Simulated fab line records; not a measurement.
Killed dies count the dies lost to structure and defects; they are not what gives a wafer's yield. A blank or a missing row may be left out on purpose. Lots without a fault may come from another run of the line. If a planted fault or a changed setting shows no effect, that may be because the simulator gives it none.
Which tool did it? + flow nand_harc + 33 wafers from 11 lots sampled at 7 of the route's 1159 steps

WHAT EACH GAUGE READ, for each wafer
NHARC_P_GATE_CD_MEAS_26 targets a cd of 120 nm. Usual: cd_nm reads 119.8 nm (standard deviation 0.68).
| lot  | measured     | on        | cd_nm (nm)        | flag |
|------|--------------|-----------|-------------------|------|
| L561 | day 4 11:19  | cd_sem-03 | 119.7 121.1 120.3 |      |
| L562 | day 4 21:40  | cd_sem-03 | 119.6 119.4 119.8 |      |
| L563 | day 5 04:11  | cd_sem-02 | 121.2 120.8 119.7 |      |
| L565 | day 5 14:58  | cd_sem-01 | 119.7 119.1 120.1 |      |
| L568 | day 6 15:32  | cd_sem-03 | 120.7 120.1 119.5 |      |
| L569 | day 6 14:56  | cd_sem-02 | 120.0 119.8 120.3 |      |
| L571 | day 7 06:33  | cd_sem-03 | 103.6 104.1 104.2 | OFF  |
| L573 | day 7 20:08  | cd_sem-03 | 119.5 119.4 120.1 |      |
| L580 | day 9 09:24  | cd_sem-02 | 119.4 119.2 119.8 |      |
| L581 | day 9 16:13  | cd_sem-01 | 119.5 120.0 119.6 |      |
| L584 | day 10 07:17 | cd_sem-03 | 119.6 121.2 120.2 |      |

NHARC_P_GATE_CD_MEAS_33. Usual: cd_nm reads 121 nm (standard deviation 3.4).
| lot  | measured     | on        | cd_nm (nm)  | flag |
|------|--------------|-----------|-------------|------|
| L561 | day 4 12:31  | cd_sem-01 | 125 121 117 |      |
| L562 | day 4 22:39  | cd_sem-02 | 118 117 117 |      |
| L563 | day 5 05:36  | cd_sem-02 | 127 119 118 |      |
| L565 | day 5 16:04  | cd_sem-01 | 124 116 122 |      |
| L568 | day 6 16:35  | cd_sem-03 | 124 123 124 |      |
| L569 | day 6 15:55  | cd_sem-01 | 123 122 122 |      |
| L571 | day 7 08:25  | cd_sem-02 | 111 111 109 | OFF  |
| L573 | day 7 22:07  | cd_sem-03 | 121 130 125 |      |
| L580 | day 9 10:23  | cd_sem-01 | 118 122 120 |      |
| L581 | day 9 17:13  | cd_sem-03 | 116 122 124 |      |
| L584 | day 10 08:29 | cd_sem-02 | 126 120 125 |      |

NHARC_END_SORT_01. Usual: killed_at_array 27, standard deviation 11; killed_at_other 0.7, standard deviation 1.1; killed_at_periphery 3.6, standard deviation 2.4; killed_dies 32, standard deviation 11; killed_open 3.3, standard deviation 1.8; killed_short 2.1, standard deviation 1.5.
| lot  | measured     | on        | killed_at_array | killed_at_other | killed_at_periphery | killed_dies | killed_open | killed_short | flag |
|------|--------------|-----------|-----------------|-----------------|---------------------|-------------|-------------|--------------|------|
| L571 | day 21 22:07 | prober-02 | 33 39 26        | 1 0 0           | 4 6 8               | 38 45 34    | 6 5 4       | 3 1 2        |      |

WHAT TOOL EACH LOT RAN ON (gives the tool, then ch and the chambers of the sampled wafers, and finally the start)
| lot  | NHARC_P_STI_DESCUM_14             | NHARC_P_STI_ETCH_15             | NHARC_P_GATE_EXPOSE_23             | NHARC_P_GATE_ALD_36              |
|------|-----------------------------------|---------------------------------|------------------------------------|----------------------------------|
| L561 | rie_diel-10 ch 0,2, day 2 08:04   | rie_si-03 ch 0,1,3, day 2 08:20 | arfi_scanner-01 ch 0, day 4 11:11  | ald_sin-01 ch 2,3, day 4 15:46   |
| L562 | rie_diel-09 ch 0,1, day 2 18:19   | rie_si-05 ch 0,1,3, day 2 18:38 | arfi_scanner-02 ch 0, day 4 21:32  | ald_sin-02 ch 0,1,3, day 5 01:13 |
| L563 | rie_diel-02 ch 0,1,3, day 2 23:52 | rie_si-01 ch 2,3, day 3 00:08   | arfi_scanner-02 ch 0, day 5 04:03  | ald_sin-04 ch 0,2, day 5 07:08   |
| L565 | rie_diel-09 ch 0,1,3, day 3 11:50 | rie_si-03 ch 0,3, day 3 12:05   | arfi_scanner-02 ch 0, day 5 14:50  | ald_sin-02 ch 1,2,3, day 5 19:40 |
| L568 | rie_diel-02 ch 1,2, day 4 09:37   | rie_si-01 ch 2,3, day 4 10:01   | arfi_scanner-01 ch 0, day 6 15:24  | ald_sin-04 ch 0,3, day 6 18:06   |
| L569 | rie_diel-02 ch 0,1, day 4 09:50   | rie_si-05 ch 0,2,3, day 4 10:08 | arfi_scanner-01 ch 0, day 6 14:47  | ald_sin-02 ch 0,1,2, day 6 18:28 |
| L571 | rie_diel-10 ch 2,3, day 5 01:32   | rie_si-01 ch 0,1,2, day 5 01:49 | arfi_scanner-01 ch 0, day 7 06:25  | ald_sin-04 ch 1,2,3, day 7 08:52 |
| L573 | rie_diel-10 ch 1,2, day 5 11:11   | rie_si-03 ch 0,1,3, day 5 11:29 | arfi_scanner-03 ch 0, day 7 19:59  | ald_sin-01 ch 0,1,3, day 8 00:43 |
| L580 | rie_diel-09 ch 1,2, day 7 05:14   | rie_si-01 ch 1,2,3, day 7 05:31 | arfi_scanner-01 ch 0, day 9 09:16  | ald_sin-02 ch 0,1,3, day 9 12:56 |
| L581 | rie_diel-09 ch 1,2, day 7 11:06   | rie_si-01 ch 0,2, day 7 11:22   | arfi_scanner-03 ch 0, day 9 16:04  | ald_sin-04 ch 0,2,3, day 9 18:45 |
| L584 | rie_diel-10 ch 0,2,3, day 8 02:44 | rie_si-05 ch 2,3, day 8 02:59   | arfi_scanner-03 ch 0, day 10 07:08 | ald_sin-04 ch 0,3, day 10 08:58  |
- NHARC_P_STI_DESCUM_14: chemistry O2, time 3 s.
- NHARC_P_STI_ETCH_15: etches the open film in HBr/Cl2, target depth 300 nm, time 100.1 s.
- NHARC_P_GATE_EXPOSE_23: exposes mask P GATE, target cd 120 nm.
- NHARC_P_GATE_ALD_36: deposits SiNx, target thk 20 nm, pulse time 60 s, ald cycles 223.

WHAT THE TOOLS THEMSELVES READ (means of the sampled wafers that have a number; where no wafer has one, the mark that the record gives instead)
NHARC_P_STI_DESCUM_14. Usual: chamber_pressure_mTorr 60.00 mTorr, standard deviation 0.064; drypump_motor_current_A 5.6 A, standard deviation 0.48; oes_product_au 1.001 a.u., standard deviation 0.012; rf_vpp_V 57.7 V, standard deviation 0.93; showerhead_plenum_p_Torr 1.92 Torr, standard deviation 0.089; throttle_valve_pct 11.312 %, standard deviation 0.0096.
| lot  | tool        | chamber_pressure_mTorr (mTorr) | drypump_motor_current_A (A) | oes_product_au (a.u.) | rf_vpp_V (V) | showerhead_plenum_p_Torr (Torr) | throttle_valve_pct (%) | flag |
|------|-------------|--------------------------------|-----------------------------|-----------------------|--------------|---------------------------------|------------------------|------|
| L561 | rie_diel-10 | 59.98                          | 5.1                         | 1.004                 | 57.8         | 1.83                            | 11.321                 |      |
| L562 | rie_diel-09 | 59.96                          | 5.6                         | 1.007                 | 56.6         | 1.85                            | 11.307                 |      |
| L563 | rie_diel-02 | 60.06                          | 5.8                         | 0.994                 | 57.4         | 1.96                            | 11.311                 |      |
| L565 | rie_diel-09 | 59.97                          | 5.7                         | 1.007                 | 57.8         | 1.92                            | 11.322                 |      |
| L568 | rie_diel-02 | 60.06                          | 5.2                         | 1.004                 | 57.6         | 1.86                            | 11.306                 |      |
| L569 | rie_diel-02 | 60.02                          | 5.3                         | 0.979                 | 58.0         | 1.90                            | 11.307                 |      |
| L571 | rie_diel-10 | 60.01                          | 5.1                         | 1.013                 | 58.5         | 1.92                            | 11.312                 |      |
| L573 | rie_diel-10 | 59.96                          | 5.5                         | 1.003                 | 58.2         | 1.92                            | 11.306                 |      |
| L580 | rie_diel-09 | 60.02                          | 6.0                         | 0.994                 | 56.8         | 1.92                            | 11.312                 |      |
| L581 | rie_diel-09 | 60.03                          | 6.0                         | 1.005                 | 57.7         | 1.92                            | 11.314                 |      |
| L584 | rie_diel-10 | 59.97                          | 5.2                         | 1.008                 | 57.0         | 1.91                            | 11.311                 |      |

NHARC_P_STI_ETCH_15. Usual: chamber_pressure_mTorr 15.001 mTorr, standard deviation 0.017; drypump_motor_current_A 5.6 A, standard deviation 0.5; oes_product_au 0.999 a.u., standard deviation 0.013; throttle_valve_pct 26.406 %, standard deviation 0.0091.
| lot  | tool      | chamber_pressure_mTorr (mTorr) | drypump_motor_current_A (A) | oes_product_au (a.u.) | throttle_valve_pct (%) | flag |
|------|-----------|--------------------------------|-----------------------------|-----------------------|------------------------|------|
| L561 | rie_si-03 | 14.995                         | 5.6                         | 1.014                 | 26.400                 |      |
| L562 | rie_si-05 | 15.005                         | 5.5                         | 1.003                 | 26.398                 |      |
| L563 | rie_si-01 | 15.002                         | 6.2                         | 1.006                 | 26.402                 |      |
| L565 | rie_si-03 | 15.003                         | 5.5                         | 1.004                 | 26.414                 |      |
| L568 | rie_si-01 | 15.012                         | 6.2                         | 1.007                 | 26.399                 |      |
| L569 | rie_si-05 | 15.010                         | 5.7                         | 0.989                 | 26.412                 |      |
| L571 | rie_si-01 | 14.986                         | 5.7                         | 0.996                 | 26.402                 |      |
| L573 | rie_si-03 | 15.009                         | 5.6                         | 1.000                 | 26.414                 |      |
| L580 | rie_si-01 | 15.006                         | 5.8                         | 0.996                 | 26.400                 |      |
| L581 | rie_si-01 | 15.010                         | 6.1                         | 0.988                 | 26.405                 |      |
| L584 | rie_si-05 | 15.008                         | 5.9                         | 0.988                 | 26.404                 |      |

NHARC_P_GATE_ALD_36. Usual: heater_power_w 828 W, standard deviation 61; precursor_pulse_height_rel 1.001, standard deviation 0.021.
| lot  | tool       | heater_power_w (W) | precursor_pulse_height_rel | flag |
|------|------------|--------------------|----------------------------|------|
| L561 | ald_sin-01 | 783                | 1.014                      |      |
| L562 | ald_sin-02 | 858                | 1.011                      |      |
| L563 | ald_sin-04 | 784                | 0.998                      |      |
| L565 | ald_sin-02 | 887                | 0.975                      |      |
| L568 | ald_sin-04 | 785                | 1.001                      |      |
| L569 | ald_sin-02 | 878                | 1.004                      |      |
| L571 | ald_sin-04 | 844                | 0.993                      |      |
| L573 | ald_sin-01 | 813                | 1.001                      |      |
| L580 | ald_sin-02 | 852                | 1.000                      |      |
| L581 | ald_sin-04 | 781                | 0.999                      |      |
| L584 | ald_sin-04 | 777                | 0.990                      |      |

THE ANSWER, worked out from the rows above alone
Rule: a lot is off if the mean of its wafers that have a number lies more than 3 standard deviations from the usual mean. Also off: a lot with no number at a reading for which 4 or more lots have one. The other lots that the step has rows for count as sound. Order of review: gauges by route order, followed by the tools' own readings, for which a lot's mean as printed above is used. The first step at which some lot is off is used, and at that step the reading that is off furthest; a lot without a number counts as furthest.
Off, at NHARC_P_GATE_CD_MEAS_26 on cd_nm: L571.
If a tool, at a process step before that reading, ran all the lots that are off and no sound lot after the first of them, it fits. The gauges at NHARC_P_GATE_CD_MEAS_26 aren't tried: what is off there is off at NHARC_P_GATE_CD_MEAS_33 too, on other tools, and a gauge's error can't cause that. None of those tried fits.

WHAT HAD BEEN PUT IN BY THE SIMULATOR
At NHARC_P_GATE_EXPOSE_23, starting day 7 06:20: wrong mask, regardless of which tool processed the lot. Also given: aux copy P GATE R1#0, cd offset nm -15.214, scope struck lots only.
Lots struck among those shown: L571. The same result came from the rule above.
